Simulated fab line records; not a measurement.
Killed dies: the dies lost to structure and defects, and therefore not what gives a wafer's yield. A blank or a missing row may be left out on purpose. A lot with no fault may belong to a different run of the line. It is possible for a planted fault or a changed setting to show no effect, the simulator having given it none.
A lot that was struck, set against a sound lot / flow n5-finfet / 40 steps out of a route of 1938
Sound: these wafers, L432.2, L432.3, L432.5. Wafers L445.1, L445.3, L445.6 were the ones struck. The cause comes at the end.
Each step with rows lists, per side, the tool, then ch with its chambers, then its first start. Under that, the readings that differ: sound wafers / struck wafers / difference of the means / sigmas: that difference in standard deviations of wafers without a fault.
alike: readings whose means differ by less than 2 such deviations, and words and numbers that are the same on both sides. not compared: withheld readings, readings that some wafer has no value for, bounds like >300 that may hide the same value, and numbers for which the record gives no deviation and whose values overlap.
Wherever a step has rows on one side only, a row that says differs or no value, or a row with sigmas, the two part there. Numbers that have no deviation but don't overlap get no sigmas and don't part them. Lack of a reading on every wafer of one side parts them only where that side has two or more wafers.

first, 11 steps without rows for these wafers: N5_HKMG_FIN_STRIP_60 (strips in N2/H2, time 360 s); N5_HKMG_FIN_WET_ETCH_77 (etches La2O3 in dHCl, stops on HfO2, target depth 2 nm); N5_HKMG_FIN_WET_ETCH_78 (etches Al2O3 in dNH4OH, stops on La2O3, target depth 4.5 nm, rinse time 30 s); N5_HKMG_FIN_ALD_79 (deposits TiN, target thk 1.5 nm, pulse time 1 s, purge time 3 s); N5_HKMG_FIN_CVD_62 (deposits a-Si from Si2H6, target thk 3 nm, time 20.8 s); N5_HKMG_FIN_RTA_80 (time 2 s); N5_HKMG_FIN_PRECLEAN_64 (cleans in dHF, time 30 s); N5_HKMG_FIN_WET_ETCH_65 (etches a-Si in TMAH, stops on TiN, time 49 s, target depth 3 nm); N5_HKMG_FIN_WET_ETCH_81 (etches TiN in SC1, stops on HfO2, time 57 s, target depth 6 nm); N5_HKMG_FIN_WET_ETCH_82 (etches La2O3 in dHCl, stops on HfO2, target depth 2 nm, rinse time 30 s); N5_HKMG_FIN_ALD_36 (deposits TiN, target thk 1 nm, pulse time 1 s, purge time 3 s).
N5_HKMG_FIN_PWFM_ALD_03: deposits TiN, target thk 2 nm, pulse time 1 s, purge time 3 s.
  sound on ald-metal-01 ch 0,2, day 4 01:47; struck on ald-metal-02 ch 0,2,3, day 7 14:37
  no value came back on the struck wafers for ald-cycles, chamber-pressure-Torr (Torr), heater-power-w (W), precursor-pulse-height-rel; on the sound wafers ald-cycles reads 91 91 91
then, 26 steps without rows for these wafers: N5_HKMG_FIN_COAT_29 (time 60 s, resist thk 300 nm); N5_HKMG_FIN_COAT_30 (time 60 s, resist thk 35 nm); N5_HKMG_FIN_COAT_06 (resist thk 90 nm); N5_HKMG_FIN_EBR_08; N5_HKMG_FIN_SOFTBAKE_07 (time 60 s); N5_HKMG_FIN_EXPOSE_09 (exposes mask NWFM); N5_HKMG_FIN_PEB_10 (peb time 60 s); N5_HKMG_FIN_DEVELOP_11 (develop time 30 s); N5_HKMG_FIN_DESCUM_17 (chemistry O2, time 7.9 s); N5_HKMG_FIN_ETCH_31 (etches SiARC in CF4, target depth 45.5 nm, time 75.8 s); N5_HKMG_FIN_ETCH_32 (etches SOC in N2/H2, target depth 240 nm, time 300 s); N5_HKMG_FIN_STRIP_33 (strips in N2/H2); N5_HKMG_FIN_STRIP_34 (strips in CF4); N5_HKMG_FIN_ETCH_35 (etches SOC in N2/H2, target depth 215.8 nm, time 243.4 s); N5_HKMG_FIN_STRIP_92 (strips SOC in N2/H2, time 20 s); N5_HKMG_FIN_WET_ETCH_18 (etches TiN in SC1, time 55 s, target depth 5.2 nm, rinse time 30 s); N5_HKMG_FIN_STRIP_19 (strips in N2/H2, time 360 s); N5_HKMG_FIN_ALD_91 (deposits TiN, target thk 1 nm, pulse time 1 s, purge time 3 s); N5_HKMG_FIN_COAT_85 (time 60 s, resist thk 300 nm); N5_HKMG_FIN_ETCH_86 (etches SOC in N2/H2, stops on TiN, target depth 393.2 nm); N5_HKMG_FIN_STRIP_89 (strips SOC in N2/H2, time 20 s); N5_HKMG_FIN_WET_ETCH_87 (etches TiN in SC1, time 154.2 s, target depth 4.7 nm, rinse time 30 s); N5_HKMG_FIN_STRIP_88 (strips in N2/H2, time 360 s); N5_HKMG_FIN_NWFM_ALD_20 (deposits TiAlC, target thk 2 nm, pulse time 3 s, purge time 2 s); N5_HKMG_FIN_ALD_71 (deposits TiN, target thk 1 nm, pulse time 1 s, purge time 3 s); N5_HKMG_FIN_COAT_66 (time 60 s, resist thk 300 nm).
-- record jumps: 4 days separate the struck wafers' starts on either side; left off in module HKMG_FIN, taken up again in module BEOL_M4, whose first shown step is the route's number 1111 --
N5_BEOL_M4_RC_MEAS_101:
  sound on prober-02 ch 0, day 7 22:53; struck on prober-02 ch 0, day 11 04:59
reading=IOFF_P (nA/um); sound=0.21 0.24 0.18; struck=0.00 0.00 0.00; difference=-0.21; sigmas=-6
reading=IOFF_P_85C (nA/um); sound=3.6 4.1 3.2; struck=0.1 0.1 0.1; difference=-3.5; sigmas=-7
reading=IOFF_P_LIN (nA/um); sound=0.097 0.106 0.088; struck=0.002 0.002 0.002; difference=-0.095; sigmas=-7
reading=IOFF_P_LONG (nA/um); sound=0.0001 0.000101 0.000101; struck=4.1e-05 4.3e-05 4.7e-05; difference=-5.7e-05; sigmas=-8
reading=ION_P (uA/um); sound=467 469 457; struck=295 292 288; difference=-173; sigmas=-21
reading=VT_P (mV); sound=-250 -249 -253; struck=-364 -358 -365; difference=-112; sigmas=-33
reading=VT_P_LONG (mV); sound=-277.8 -277.8 -277.7; struck=-388.2 -389.3 -390.4; difference=-111.5; sigmas=-40
reading=VT_P_LVT (mV); sound=-95 -94 -98; struck=-210 -206 -210; difference=-113; sigmas=-35
  alike: DIBL_N, DIBL_P, IOFF_N, ION_N, SS_N, SS_P, VT_N
-- the record jumps here: 4 days lie between the struck wafers' starts before and after (it left off in module BEOL_M4 and takes up again in module PASSIVATION, whose first step shown is number 1936 of the route) --
N5_PASSIVATION_PROBE_49:
  struck on prober-01, day 15 06:58; sound on prober-02, day 12 06:41
reading=sort_bin_8_speed (%); sound=0 0 0; struck=92.03 91.86 93.39; difference=+92.43; sigmas=+99 or more
reading=sort-n-pass; sound=1077 1100 1050; struck=0 0 0; difference=-1076; sigmas=-63
reading=sort-yield-pct (%); sound=91.3 93.2 89.0; struck=0 0 0; difference=-91; sigmas=-61
  alike: defect-limited-yield, killed_at_M0_to_M3, killed_at_M4_up, killed-at-contacts, killed-at-front-end, killed-at-other, killed-dies, killed-open, killed-short, sort_bin_5_function, sort_bin_6_memory

## WHERE THEY PART
Last at N5_PASSIVATION_PROBE_49 as far as this record goes, first at N5_HKMG_FIN_PWFM_ALD_03.

WHY: the cause the simulator had injected
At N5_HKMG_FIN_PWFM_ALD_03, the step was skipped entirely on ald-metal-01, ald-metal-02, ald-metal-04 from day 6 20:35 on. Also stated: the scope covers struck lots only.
